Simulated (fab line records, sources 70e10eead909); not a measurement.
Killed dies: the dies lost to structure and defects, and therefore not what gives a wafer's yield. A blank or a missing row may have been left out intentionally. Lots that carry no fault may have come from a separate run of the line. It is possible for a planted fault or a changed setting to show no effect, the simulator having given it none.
Which tool is to blame? / flow nand-harc / 42 wafers from 14 lots sampled at 5 of the route's 1302 steps

WHAT THE GAUGES SHOWED, per wafer
NHARC_THIN_TSV_CD_MEAS_33 targets a cd of 5000 nm. Usual: cd-nm at 4999.0 nm, with a standard deviation of 1.9.
lot=L348; measured=day 24 03:28; on=cd-sem-03; cd-nm (nm)=4996.8 4995.9 4996.9; flag=
lot=L349; measured=day 24 09:25; on=cd-sem-03; cd-nm (nm)=5003.1 4999.9 5001.4; flag=
lot=L350; measured=day 24 10:58; on=cd-sem-01; cd-nm (nm)=4997.7 4995.8 4997.0; flag=
lot=L351; measured=day 24 23:39; on=cd-sem-01; cd-nm (nm)=5000.3 4996.7 4999.8; flag=
lot=L352; measured=day 25 10:47; on=cd-sem-01; cd-nm (nm)=5000.1 4998.0 5001.0; flag=
lot=L354; measured=day 26 09:49; on=cd-sem-03; cd-nm (nm)=5005.1 4999.8 5001.2; flag=
lot=L355; measured=day 27 04:52; on=cd-sem-01; cd-nm (nm)=5002.5 4998.7 5001.4; flag=
lot=L357; measured=day 27 15:56; on=cd-sem-03; cd-nm (nm)=5002.7 4998.7 5000.0; flag=
lot=L358; measured=day 28 17:32; on=cd-sem-03; cd-nm (nm)=4998.3 5001.5 4999.7; flag=
lot=L359; measured=day 28 18:45; on=cd-sem-03; cd-nm (nm)=4999.6 4997.4 4999.7; flag=
lot=L361; measured=day 29 07:28; on=cd-sem-01; cd-nm (nm)=4996.0 4999.3 4998.1; flag=
lot=L362; measured=day 29 08:38; on=cd-sem-02; cd-nm (nm)=4997.7 4996.8 4996.8; flag=
lot=L368; measured=day 31 18:05; on=cd-sem-03; cd-nm (nm)=4997.6 4996.0 4999.4; flag=
lot=L370; measured=day 32 20:38; on=cd-sem-01; cd-nm (nm)=5000.5 5000.3 4998.6; flag=

NHARC_END_SORT_01. Usual: killed-at-array 55, standard deviation 15; killed-at-other 1.0, standard deviation 1.2; killed-at-periphery 3.4, standard deviation 2.2; killed-dies 59, standard deviation 15; killed-open 3.2, standard deviation 2; killed-short 2.5, standard deviation 1.7.
lot=L362; measured=day 29 17:17; on=prober-01; killed-at-array=49 56 44; killed-at-other=1 0 1; killed-at-periphery=0 8 3; killed-dies=50 64 48; killed-open=1 3 1; killed-short=4 7 1; flag=
lot=L368; measured=day 32 02:10; on=prober-02; killed-at-array=128 83 58; killed-at-other=2 1 0; killed-at-periphery=3 2 2; killed-dies=133 86 60; killed-open=7 2 5; killed-short=2 4 1; flag=
lot=L370; measured=day 33 05:31; on=prober-02; killed-at-array=59 127 47; killed-at-other=2 0 0; killed-at-periphery=1 3 1; killed-dies=62 130 48; killed-open=3 3 0; killed-short=2 1 2; flag=

TOOL THAT RAN EACH LOT (tool first, then ch and the chambers of the sampled wafers, then the start)
lot=L348; NHARC_A_CHANNEL_FILL_D1_PRECLEAN_21=wet-bench-05 ch 0,4,5, day 9 16:01; NHARC_THIN_TSV_PVD_51=pvd-sputter-01, day 24 03:28 or earlier; NHARC_THIN_TSV_STRIP_56=plasma-asher-01 ch 0,1, day 24 04:08
lot=L349; NHARC_A_CHANNEL_FILL_D1_PRECLEAN_21=wet-bench-02 ch 0,4,5, day 10 11:12; NHARC_THIN_TSV_PVD_51=pvd-sputter-02, day 24 09:25 or earlier; NHARC_THIN_TSV_STRIP_56=plasma-asher-01 ch 0,1, day 24 10:04
lot=L350; NHARC_A_CHANNEL_FILL_D1_PRECLEAN_21=wet-bench-07 ch 5,6,7, day 10 11:13; NHARC_THIN_TSV_PVD_51=pvd-sputter-01, day 24 10:58 or earlier; NHARC_THIN_TSV_STRIP_56=plasma-asher-01 ch 0,1, day 24 11:36
lot=L351; NHARC_A_CHANNEL_FILL_D1_PRECLEAN_21=wet-bench-02 ch 0,2,5, day 11 01:32; NHARC_THIN_TSV_PVD_51=pvd-sputter-02, day 24 23:39 or earlier; NHARC_THIN_TSV_STRIP_56=plasma-asher-02 ch 0,1, day 25 00:18
lot=L352; NHARC_A_CHANNEL_FILL_D1_PRECLEAN_21=wet-bench-07 ch 1,4,6, day 11 07:18; NHARC_THIN_TSV_PVD_51=pvd-sputter-03, day 25 10:47 or earlier; NHARC_THIN_TSV_STRIP_56=plasma-asher-01 ch 0,1, day 25 11:36
lot=L354; NHARC_A_CHANNEL_FILL_D1_PRECLEAN_21=wet-bench-05 ch 0,6,7, day 12 06:16; NHARC_THIN_TSV_PVD_51=pvd-sputter-01, day 26 09:49 or earlier; NHARC_THIN_TSV_STRIP_56=plasma-asher-01 ch 0, day 26 10:28
lot=L355; NHARC_A_CHANNEL_FILL_D1_PRECLEAN_21=wet-bench-07 ch 3,4,6, day 12 20:05; NHARC_THIN_TSV_PVD_51=pvd-sputter-02, day 27 04:52 or earlier; NHARC_THIN_TSV_STRIP_56=plasma-asher-01 ch 0,1, day 27 05:38
lot=L357; NHARC_A_CHANNEL_FILL_D1_PRECLEAN_21=wet-bench-07 ch 0,6,7, day 13 10:00; NHARC_THIN_TSV_PVD_51=pvd-sputter-02, day 27 12:52; NHARC_THIN_TSV_STRIP_56=plasma-asher-01 ch 0,1, day 27 16:39
lot=L358; NHARC_A_CHANNEL_FILL_D1_PRECLEAN_21=wet-bench-05 ch 0,2,4, day 14 01:46; NHARC_THIN_TSV_PVD_51=pvd-sputter-01, day 28 17:32 or earlier; NHARC_THIN_TSV_STRIP_56=plasma-asher-01 ch 0,1, day 28 18:11
lot=L359; NHARC_A_CHANNEL_FILL_D1_PRECLEAN_21=wet-bench-05 ch 1,2,7, day 14 13:46; NHARC_THIN_TSV_PVD_51=pvd-sputter-01, day 28 18:45 or earlier; NHARC_THIN_TSV_STRIP_56=plasma-asher-01 ch 0,1, day 28 19:27
lot=L361; NHARC_A_CHANNEL_FILL_D1_PRECLEAN_21=wet-bench-02 ch 3,4,6, day 14 22:41; NHARC_THIN_TSV_PVD_51=pvd-sputter-03, day 29 07:28 or earlier; NHARC_THIN_TSV_STRIP_56=plasma-asher-01 ch 0,1, day 29 08:11
lot=L362; NHARC_A_CHANNEL_FILL_D1_PRECLEAN_21=wet-bench-07 ch 0,3,5, day 15 18:17; NHARC_THIN_TSV_PVD_51=pvd-sputter-01, day 29 08:38 or earlier; NHARC_THIN_TSV_STRIP_56=plasma-asher-01 ch 0,1, day 29 09:19
lot=L368; NHARC_A_CHANNEL_FILL_D1_PRECLEAN_21=wet-bench-07 ch 1,3,5, day 17 22:24; NHARC_THIN_TSV_PVD_51=pvd-sputter-02, day 31 18:05 or earlier; NHARC_THIN_TSV_STRIP_56=plasma-asher-01 ch 0,1, day 31 18:46
lot=L370; NHARC_A_CHANNEL_FILL_D1_PRECLEAN_21=wet-bench-07 ch 5,6,7, day 18 21:58; NHARC_THIN_TSV_PVD_51=pvd-sputter-02, day 32 20:38 or earlier; NHARC_THIN_TSV_STRIP_56=plasma-asher-01 ch 0,1, day 32 21:17
- NHARC_A_CHANNEL_FILL_D1_PRECLEAN_21: cleans in dHF, time 30 s.
- NHARC_THIN_TSV_PVD_51: deposits Cu, target thk 100 nm.
- NHARC_THIN_TSV_STRIP_56: strips in O2.

AS READ BY THE TOOLS THEMSELVES (means over the sampled wafers that have a number; for cases with no such wafer, the mark the record gives instead)
NHARC_THIN_TSV_PVD_51. Usual: throttle-valve-pct at 29.9 %, with a standard deviation of 0.87.
lot=L348; tool=pvd-sputter-01; throttle-valve-pct (%)=29.2; flag=
lot=L349; tool=pvd-sputter-02; throttle-valve-pct (%)=31.3; flag=
lot=L350; tool=pvd-sputter-01; throttle-valve-pct (%)=29.1; flag=
lot=L351; tool=pvd-sputter-02; throttle-valve-pct (%)=30.5; flag=
lot=L352; tool=pvd-sputter-03; throttle-valve-pct (%)=30.2; flag=
lot=L354; tool=pvd-sputter-01; throttle-valve-pct (%)=30.3; flag=
lot=L355; tool=pvd-sputter-02; throttle-valve-pct (%)=29.7; flag=
lot=L357; tool=pvd-sputter-02; throttle-valve-pct (%)=31.0; flag=
lot=L358; tool=pvd-sputter-01; throttle-valve-pct (%)=29.6; flag=
lot=L359; tool=pvd-sputter-01; throttle-valve-pct (%)=29.8; flag=
lot=L361; tool=pvd-sputter-03; throttle-valve-pct (%)=29.8; flag=
lot=L362; tool=pvd-sputter-01; throttle-valve-pct (%)=30.1; flag=
lot=L368; tool=pvd-sputter-02; throttle-valve-pct (%)=29.9; flag=
lot=L370; tool=pvd-sputter-02; throttle-valve-pct (%)=29.8; flag=

NHARC_THIN_TSV_STRIP_56. Usual: drypump-motor-current-A 5.2 A, standard deviation 0.36; heater-power-w 325 W, standard deviation 11.
lot=L348; tool=plasma-asher-01; drypump-motor-current-A (A)=5.0; heater-power-w (W)=325; flag=
lot=L349; tool=plasma-asher-01; drypump-motor-current-A (A)=5.0; heater-power-w (W)=322; flag=
lot=L350; tool=plasma-asher-01; drypump-motor-current-A (A)=5.0; heater-power-w (W)=318; flag=
lot=L351; tool=plasma-asher-02; drypump-motor-current-A (A)=5.2; heater-power-w (W)=323; flag=
lot=L352; tool=plasma-asher-01; drypump-motor-current-A (A)=5.0; heater-power-w (W)=325; flag=
lot=L354; tool=plasma-asher-01; drypump-motor-current-A (A)=5.0; heater-power-w (W)=315; flag=
lot=L355; tool=plasma-asher-01; drypump-motor-current-A (A)=5.1; heater-power-w (W)=326; flag=
lot=L357; tool=plasma-asher-01; drypump-motor-current-A (A)=5.0; heater-power-w (W)=320; flag=
lot=L358; tool=plasma-asher-01; drypump-motor-current-A (A)=5.0; heater-power-w (W)=320; flag=
lot=L359; tool=plasma-asher-01; drypump-motor-current-A (A)=5.1; heater-power-w (W)=324; flag=
lot=L361; tool=plasma-asher-01; drypump-motor-current-A (A)=5.0; heater-power-w (W)=315; flag=
lot=L362; tool=plasma-asher-01; drypump-motor-current-A (A)=5.0; heater-power-w (W)=326; flag=
lot=L368; tool=plasma-asher-01; drypump-motor-current-A (A)=5.0; heater-power-w (W)=310; flag=
lot=L370; tool=plasma-asher-01; drypump-motor-current-A (A)=5.1; heater-power-w (W)=317; flag=

THE ANSWER, worked out from the rows above alone
Rule: a lot counts as off when the mean over its wafers that have a number is more than 3 standard deviations away from the usual mean. Also off: a lot with no number at a reading for which 4 or more lots have one. The other lots that the step has rows for count as sound. Order of review: gauges by route order, followed by the tools' own readings, for which a lot's mean as printed above is used. At the first step where some lot is off, the reading lying furthest off is the one used; lots without a number count as furthest.
No lot is off on any of the readings shown, so nothing can be concluded from this.

WHAT WAS PUT IN BY THE SIMULATOR
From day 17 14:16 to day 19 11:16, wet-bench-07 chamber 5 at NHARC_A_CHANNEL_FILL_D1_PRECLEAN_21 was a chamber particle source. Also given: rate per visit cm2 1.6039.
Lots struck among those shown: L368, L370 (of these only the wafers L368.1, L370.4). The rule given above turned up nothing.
